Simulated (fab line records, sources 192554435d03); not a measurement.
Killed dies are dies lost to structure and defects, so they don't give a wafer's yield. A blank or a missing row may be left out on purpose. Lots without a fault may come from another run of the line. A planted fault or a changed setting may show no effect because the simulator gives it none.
fab line records | flow n5_finfet
record lots=13 wafers=39 last_day=18
route steps=1938 shown BEOL_M1@828 BEOL_M2@842 PASSIVATION@1936
lots that met no fault: from a run of the same line without faults
start_h: hours from the record's first day to the start of the lot's first wafer shown | wait_h: hours since the lot's step before | " the same as in the row above | L1.1+2: a row that stands for several wafers | - no value, or no start given | * or withheld: withheld | < > ~ a bound
route shown NAME@n: a module of which the file shows steps, and the number in the route of the first | usual: mean/standard deviation of fault-free wafers | same: alike in all rows | chamber/n: place in a boat | sites: the reading at each site | _std_site: their standard deviation | _edge_site: outer sites' mean less inner sites' | radius_mm: how far each site lies from the wafer's centre | mask NAME#n: copy n | behind: the tool/chamber that last shaped the wafer | hold: why the lot was held/for how many hours/how that ended | device: the transistor (n, p or np) that didn't switch | end of line: the same wafers' tests at the end of the route | a step without rows: its recipe alone | killed: dies lost to structure and defects at the first sort, not the wafer's yield | map: a wafer's dies, x killed, . not, _ none there
set.NAME: the setting as run; set.NAME@STEP: as run at that earlier step | model.NAME: the simulator's own value behind a step, which no gauge read
steps of the route over a sample of lots; a table a step, a row a wafer
services: from which hour (start_h, from the record's first day; less than 0 if before it) a tool's chamber was out of use, for how many hours, and why
## steps
# step N5_BEOL_M1_SPUTTER_94
# recipe material=Cu target_thk_a=45 temp_c=-20 chamber_pressure_pa=0.07 power_w=withheld time_s=8.29
# usual throttle_valve_pct=30.1/1
# columns lot.wafer tool chamber start_h wait_h throttle_valve_pct
L140.1 pvd_sputter-01 - 134.39 0.1 30.2
L140.4 " - " " 30.2
L140.6 " - " " 30.1
L141.3 pvd_sputter-03 - 137.93 0.1 28.7
L141.4 " - " " 31.4
L141.5 " - " " 31.3
L144.2 pvd_sputter-02 - 150.53 0.1 29.8
L144.4 " - " " 30.1
L144.6 " - " " 30.1
L147.2 pvd_sputter-02 - 173.56 0.1 31.6
L147.4 " - " " 30.0
L147.6 " - " " 29.7
L148.1 pvd_sputter-01 - 187.62 0.1 31.9
L148.2 " - " " 30.0
L148.6 " - " " 29.6
L150.3 pvd_sputter-02 - 187.85 0.1 28.4
L150.5 " - " " 31.8
L150.6 " - " " 29.6
L153.3 pvd_sputter-03 - 210.50 0.1 30.0
L153.4 " - " " 28.7
L153.6 " - " " 29.9
L156.1 pvd_sputter-02 - 236.69 0.1 30.2
L156.3 " - " " 28.2
L156.5 " - " " 29.7
L154.2 pvd_sputter-02 - 238.53 0.1 29.6
L154.5 " - " " 32.0
L154.6 " - " " 29.7
L157.1 pvd_sputter-02 - 241.19 0.1 29.7
L157.2 " - " " 30.3
L157.3 " - " " 28.2
L158.3 pvd_sputter-03 - 249.41 0.1 31.5
L158.5 " - " " 30.4
L158.6 " - " " 29.9
L160.1 pvd_sputter-01 - 252.33 0.1 30.2
L160.4 " - " " 29.7
L160.6 " - " " 30.1
L163.1 pvd_sputter-01 - 262.98 0.1 31.8
L163.5 " - " " 29.9
L163.6 " - " " 30.2
# step N5_BEOL_M1_SPUTTER_96
# recipe material=Cu target_thk_a=45 temp_c=-20 chamber_pressure_pa=0.07 power_w=withheld time_s=8.29
# usual throttle_valve_pct=30.1/1
# columns lot.wafer tool chamber start_h wait_h throttle_valve_pct
L140.1 pvd_sputter-01 - 134.61 0.1 30.0
L140.4 " - " " 30.3
L140.6 " - " " 29.8
L141.3 pvd_sputter-03 - 138.15 0.1 28.5
L141.4 " - " " 31.4
L141.5 " - " " 31.5
L144.2 pvd_sputter-02 - 150.75 0.1 30.0
L144.4 " - " " 30.0
L144.6 " - " " 30.4
L147.2 pvd_sputter-02 - 173.78 0.1 32.0
L147.4 " - " " 30.0
L147.6 " - " " 29.8
L148.1 pvd_sputter-01 - 187.84 0.1 32.0
L148.2 " - " " 29.9
L148.6 " - " " 30.0
L150.3 pvd_sputter-02 - 188.07 0.1 28.6
L150.5 " - " " 31.5
L150.6 " - " " 29.7
L153.3 pvd_sputter-03 - 210.72 0.1 30.2
L153.4 " - " " 28.6
L153.6 " - " " 30.0
L156.1 pvd_sputter-02 - 236.91 0.1 29.9
L156.3 " - " " 28.2
L156.5 " - " " 29.9
L154.2 pvd_sputter-02 - 238.75 0.1 30.0
L154.5 " - " " 31.9
L154.6 " - " " 29.7
L157.1 pvd_sputter-02 - 241.41 0.1 30.0
L157.2 " - " " 30.0
L157.3 " - " " 28.2
L158.3 pvd_sputter-03 - 249.63 0.1 31.7
L158.5 " - " " 30.1
L158.6 " - " " 30.3
L160.1 pvd_sputter-01 - 252.55 0.1 30.1
L160.4 " - " " 30.0
L160.6 " - " " 30.0
L163.1 pvd_sputter-01 - 263.20 0.1 31.8
L163.5 " - " " 29.8
L163.6 " - " " 30.3
# step N5_BEOL_M2_THK_MEAS_01
# recipe reads=SiOC_of_BEOL_M2_ILD_DEP_00
# usual M2_ILD_THK=78.9/1.1
# columns lot.wafer tool chamber start_h wait_h M2_ILD_THK[nm]
L140.1 film_metro-01 - 135.80 0.1 76.5
L140.4 " - " " 78.9
L140.6 " - " " 77.5
L141.3 film_metro-01 - 139.33 0.1 77.9
L141.4 " - " " 79.2
L141.5 " - " " 78.9
L144.2 film_metro-02 - 151.94 0.1 79.2
L144.4 " - " " 80.6
L144.6 " - " " 79.5
L147.2 film_metro-02 - 175.14 0.1 78.7
L147.4 " - " " 78.6
L147.6 " - " " 77.1
L148.1 film_metro-01 - 189.23 0.0 77.4
L148.2 " - " " 78.4
L148.6 " - " " 80.4
L150.3 film_metro-01 - 189.46 0.1 77.1
L150.5 " - " " 79.1
L150.6 " - " " 78.6
L153.3 film_metro-02 - 211.90 0.1 77.1
L153.4 " - " " 78.1
L153.6 " - " " 78.6
L156.1 film_metro-01 - 238.08 0.0 77.6
L156.3 " - " " 78.7
L156.5 " - " " 79.7
L154.2 film_metro-02 - 239.97 0.1 79.8
L154.5 " - " " 80.9
L154.6 " - " " 80.2
L157.1 film_metro-02 - 242.69 0.0 75.8
L157.2 " - " " 78.5
L157.3 " - " " 77.3
L158.3 film_metro-01 - 250.81 0.1 78.2
L158.5 " - " " 79.7
L158.6 " - " " 79.1
L160.1 film_metro-02 - 253.72 0.0 78.2
L160.4 " - " " 79.9
L160.6 " - " " 80.1
L163.1 film_metro-01 - 264.39 0.1 79.1
L163.5 " - " " 79.0
L163.6 " - " " 79.9
# step N5_BEOL_M2_EXPOSE_08
# recipe mask_id=M2 na=0.33 source_shape=dipole sigma_inner=0.369 sigma_outer=0.767 polarization=unpolarized dose_mj=41.25
# usual exposure_dose_mJ_cm2=41.6/0.34 reticle_temp_C=22.99/0.12
# columns lot.wafer tool chamber start_h wait_h mask exposure_dose_mJ_cm2 reticle_temp_C
L140.1 euv_scanner-02 0 136.80 - M2#0 41.8 22.90
L140.4 " 0 " " M2#0 41.9 23.03
L140.6 " 0 " " M2#0 41.8 22.94
L141.3 euv_scanner-01 0 140.87 - M2#0 41.1 23.02
L141.4 " 0 " " M2#0 41.2 23.21
L141.5 " 0 " " M2#0 41.2 23.02
L144.2 euv_scanner-01 0 154.51 - M2#0 41.2 23.14
L144.4 " 0 " " M2#0 41.0 23.10
L144.6 " 0 " " M2#0 41.1 22.97
L147.2 euv_scanner-01 0 176.12 - M2#0 41.2 22.88
L147.4 " 0 " " M2#0 41.1 23.04
L147.6 " 0 " " M2#0 41.1 22.88
L148.1 euv_scanner-01 0 191.10 - M2#0 39.0 23.08
L148.2 " 0 " " M2#0 39.0 22.99
L148.6 " 0 " " M2#0 38.9 23.04
L150.3 euv_scanner-01 0 191.16 - M2#0 39.0 23.05
L150.5 " 0 " " M2#0 39.0 22.86
L150.6 " 0 " " M2#0 39.0 22.92
L153.3 euv_scanner-01 0 214.34 - M2#0 39.7 23.08
L153.4 " 0 " " M2#0 39.7 23.05
L153.6 " 0 " " M2#0 39.7 23.00
L156.1 euv_scanner-02 0 238.77 - M2#0 41.9 22.90
L156.3 " 0 " " M2#0 41.8 22.86
L156.5 " 0 " " M2#0 41.8 22.98
L154.2 euv_scanner-02 0 241.82 - M2#0 41.8 22.87
L154.5 " 0 " " M2#0 41.8 22.88
L154.6 " 0 " " M2#0 41.9 22.84
L157.1 euv_scanner-02 0 243.06 - M2#0 41.8 22.93
L157.2 " 0 " " M2#0 41.8 23.34
L157.3 " 0 " " M2#0 41.8 23.08
L158.3 euv_scanner-02 0 254.58 - M2#0 41.8 22.88
L158.5 " 0 " " M2#0 41.8 22.93
L158.6 " 0 " " M2#0 41.8 22.86
L160.1 euv_scanner-02 0 254.61 - M2#0 41.8 22.99
L160.4 " 0 " " M2#0 41.8 23.13
L160.6 " 0 " " M2#0 41.8 22.77
L163.1 euv_scanner-02 0 266.29 - M2#0 41.8 22.94
L163.5 " 0 " " M2#0 41.9 23.00
L163.6 " 0 " " M2#0 41.8 22.99
# step N5_BEOL_M2_CD_MEAS_11
# recipe target_cd_nm=16.79 landing_energy_ev=500 detector=se_inlens polarity=opening
# usual cd_nm=16.80/0.22
# columns lot.wafer tool chamber start_h wait_h cd_nm
L140.1 cd_sem-02 0 136.93 - 17.08
L140.4 " 0 " " 16.85
L140.6 " 0 " " 16.57
L141.3 cd_sem-02 0 140.99 - 17.03
L141.4 " 0 " " 16.39
L141.5 " 0 " " 17.00
L144.2 cd_sem-02 0 154.63 - 17.12
L144.4 " 0 " " 16.71
L144.6 " 0 " " 16.77
L147.2 cd_sem-03 0 176.25 - 16.91
L147.4 " 0 " " 16.93
L147.6 " 0 " " 16.81
L148.1 cd_sem-01 0 191.24 - 15.99
L148.2 " 0 " " 15.70
L148.6 " 0 " " 15.48
L150.3 cd_sem-03 0 191.28 - 15.37
L150.5 " 0 " " 15.36
L150.6 " 0 " " 16.00
L153.3 cd_sem-01 0 214.46 - 16.04
L153.4 " 0 " " 15.69
L153.6 " 0 " " 16.28
L156.1 cd_sem-02 0 238.91 - 17.20
L156.3 " 0 " " 16.40
L156.5 " 0 " " 17.04
L154.2 cd_sem-03 0 241.94 - 17.07
L154.5 " 0 " " 17.05
L154.6 " 0 " " 16.75
L157.1 cd_sem-01 0 243.20 - 16.97
L157.2 " 0 " " 16.73
L157.3 " 0 " " 16.89
L158.3 cd_sem-01 0 254.70 - 16.89
L158.5 " 0 " " 16.91
L158.6 " 0 " " 16.97
L160.1 cd_sem-02 0 254.74 - 16.37
L160.4 " 0 " " 16.95
L160.6 " 0 " " 16.90
L163.1 cd_sem-01 0 266.42 - 16.98
L163.5 " 0 " " 16.95
L163.6 " 0 " " 16.35
# step N5_PASSIVATION_PROBE_49
# usual defect_limited_yield=91.4/1.5 killed_at_M0_to_M3=33/11 killed_at_M4_up=14/5.3 killed_at_contacts=13/6.2 killed_at_front_end=39/13 killed_at_other=3.1/2.8 killed_dies=102/17 killed_open=68/13 killed_short=32/7.8 sort_bin_5_function=5.1/0.95 sort_bin_6_memory=3.2/0.7 sort_n_pass=1078/18 sort_yield_pct=91.3/1.5
# same gross_dies=1180 killed_at_back_side=0 sort_bin_4_leakage[%]=0 sort_bin_8_speed[%]=0
# columns lot.wafer tool chamber start_h wait_h defect_limited_yield[%] killed_at_M0_to_M3 killed_at_M4_up killed_at_contacts killed_at_front_end killed_at_other killed_dies killed_open killed_short sort_bin_5_function[%] sort_bin_6_memory[%] sort_n_pass sort_yield_pct[%]
L156.3 prober-01 - 409.93 0.1 92.4 40 8 23 17 2 90 67 23 4.6 2.9 1090 92.4
# killed by level:class
L156.3 MOL_CONTACT_COAG:geometric_particle:open=19 BEOL_M1:geometric_particle:open=10 BEOL_M0_SAQP:geometric_particle:open=9 BEOL_M2:geometric_particle:open=6 BEOL_M3:geometric_particle:open=5 MOL_CONTACT_COAG:geometric_particle:short=4 BEOL_M3:geometric_particle:short=4 FIN_SAQP:geometric_particle:short=3
## services
# columns tool chamber start_h hours kind
pvd_sputter-02 - 115.86 8.0 repair
euv_scanner-02 - 123.50 - calibration
euv_scanner-02 - 134.38 1.0 pm
euv_scanner-01 - 141.66 1.0 pm
euv_scanner-02 0 165.72 - calibration
euv_scanner-02 - 174.16 1.3 repair
euv_scanner-02 - 190.53 1.0 pm
euv_scanner-02 - 191.78 0.7 repair
pvd_sputter-02 - 197.53 7.5 repair
euv_scanner-01 - 197.81 1.0 pm
euv_scanner-01 - 199.14 5.8 pm
euv_scanner-02 - 205.96 2.1 repair
euv_scanner-01 - 238.58 12.0 pm
euv_scanner-02 - 244.11 1.1 repair
euv_scanner-02 - 250.58 1.0 pm
euv_scanner-01 - 253.11 4.6 pm
euv_scanner-02 - 257.71 4.6 pm
euv_scanner-01 0 261.49 - calibration
euv_scanner-01 - 262.31 1.0 pm
## key
first_sign step=N5_BEOL_M2_EXPOSE_08 reading=exposure_dose_mJ_cm2 direction=down sigmas=7 usual=41.6 struck=39.2
effect step=N5_BEOL_M2_CD_MEAS_11 reading=cd_nm direction=down sigmas=4.7 usual=16.80 struck=15.77 through=control_loop
met_at N5_BEOL_M2_EXPOSE_08
struck_lots L148,L150,L153
rows_end L148.1,L148.2,L148.6,L150.3,L150.5,L150.6,L153.3,L153.4,L153.6
loop_trim step=N5_BEOL_M2_EXPOSE_08 setting=dose lots=L153
not_acting_at N5_BEOL_M1_SPUTTER_94,N5_BEOL_M1_SPUTTER_96,N5_BEOL_M2_THK_MEAS_01
fault kind=process_parameter_drift tool=euv_scanner-01 chamber=- onset_h=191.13 steps=N5_BEOL_M2_EXPOSE_08 channel=dose_mj offset=-2.1598 shape=step acts_in=these_recipes_only stated=41.25
# rows_end: these wafers met a further fault down the route, and their rows from its step on are left out
# loop_trim: a control loop set the setting to another value than it would have without faults
